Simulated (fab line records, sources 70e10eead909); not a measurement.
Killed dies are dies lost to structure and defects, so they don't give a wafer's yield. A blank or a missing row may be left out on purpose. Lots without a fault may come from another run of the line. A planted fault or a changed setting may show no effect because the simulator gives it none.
Tool commonality check | flow nand_harc | 1 lot, 3 wafers sampled

WHY IT WAS OPENED
At NHARC_END_SORT_01 the reading killed_at_periphery is flagged on 1 of 1 lot. Wafers without a fault read 3.4, standard deviation 2.3.
Rule: a lot is flagged when every wafer of it that has a number lies more than 4 standard deviations from that mean, or none has a number. The other lots count as sound.

lot  | measured     | on        | killed_at_periphery, wafer by wafer | flag
L756 | day 20 19:17 | prober-02 | 644 652 661                         | FLAGGED
The numbers of the flagged lots are 652.3 on average: +648.9 against the usual, or +99 or more standard deviations.

WHICH TOOL RAN EACH LOT
The record holds 4 process steps before the reading, out of a route of 1159 steps. In each cell: the tool, then ch and the chambers that the sampled wafers went through, then the start.
lot  | flag    | NHARC_P_STI_CMP_21           | NHARC_P_GATE_EXPOSE_56           | NHARC_P_GATE_DESCUM_93            | NHARC_P_GATE_STRIP_113
L756 | FLAGGED | cmp-01 ch 0,1,2, day 5 01:16 | krf_scanner-04 ch 0, day 7 00:10 | rie_diel-12 ch 0,2,3, day 7 03:35 | plasma_asher-02 ch 0,1, day 7 03:56
What these steps do:
- NHARC_P_STI_CMP_21: polishes, t overpolish 20 s, target thk 380.67 nm.
- NHARC_P_GATE_EXPOSE_56: exposes mask P PSD, target cd 720 nm.
- NHARC_P_GATE_DESCUM_93: chemistry O2, time 3 s.
- NHARC_P_GATE_STRIP_113: strips in N2/H2, time 740 s.
- NHARC_END_SORT_01

FLAGGED OVER TOTAL, TOOL BY TOOL (the gauges that took the reading come last)
step                   | tool            | lots run | flagged | share of the flagged lots | sound lots run after its first flagged lot
NHARC_P_STI_CMP_21     | cmp-01          | 1        | 1       | all                       | 0
NHARC_P_GATE_EXPOSE_56 | krf_scanner-04  | 1        | 1       | all                       | 0
NHARC_P_GATE_DESCUM_93 | rie_diel-12     | 1        | 1       | all                       | 0
NHARC_P_GATE_STRIP_113 | plasma_asher-02 | 1        | 1       | all                       | 0
NHARC_END_SORT_01      | prober-02       | 1        | 1       | all                       | 0

WHAT THE TABLE ALLOWS
5 rows of the table ran every flagged lot: cmp-01 at NHARC_P_STI_CMP_21, krf_scanner-04 at NHARC_P_GATE_EXPOSE_56, rie_diel-12 at NHARC_P_GATE_DESCUM_93, plasma_asher-02 at NHARC_P_GATE_STRIP_113, prober-02 at NHARC_END_SORT_01.
- cmp-01 at NHARC_P_STI_CMP_21: 1 of its 1 lot flagged. It ran no sound lot before its first flagged lot in this sample, so the start can't be narrowed down.
- krf_scanner-04 at NHARC_P_GATE_EXPOSE_56: 1 of its 1 lot flagged. It ran no sound lot before its first flagged lot in this sample, so the start can't be narrowed down.
- rie_diel-12 at NHARC_P_GATE_DESCUM_93: 1 of its 1 lot flagged. It ran no sound lot before its first flagged lot in this sample, so the start can't be narrowed down.
- plasma_asher-02 at NHARC_P_GATE_STRIP_113: 1 of its 1 lot flagged. It ran no sound lot before its first flagged lot in this sample, so the start can't be narrowed down.
- prober-02 at NHARC_END_SORT_01: 1 of its 1 lot flagged. It ran no sound lot before its first flagged lot in this sample, so the start can't be narrowed down.
Counting lots can't tell these 5 tools apart, because each fits a fault that began at some hour. More lots, or a look at what each step does to the wafer, might.

WHAT THE SIMULATOR HAD PUT IN
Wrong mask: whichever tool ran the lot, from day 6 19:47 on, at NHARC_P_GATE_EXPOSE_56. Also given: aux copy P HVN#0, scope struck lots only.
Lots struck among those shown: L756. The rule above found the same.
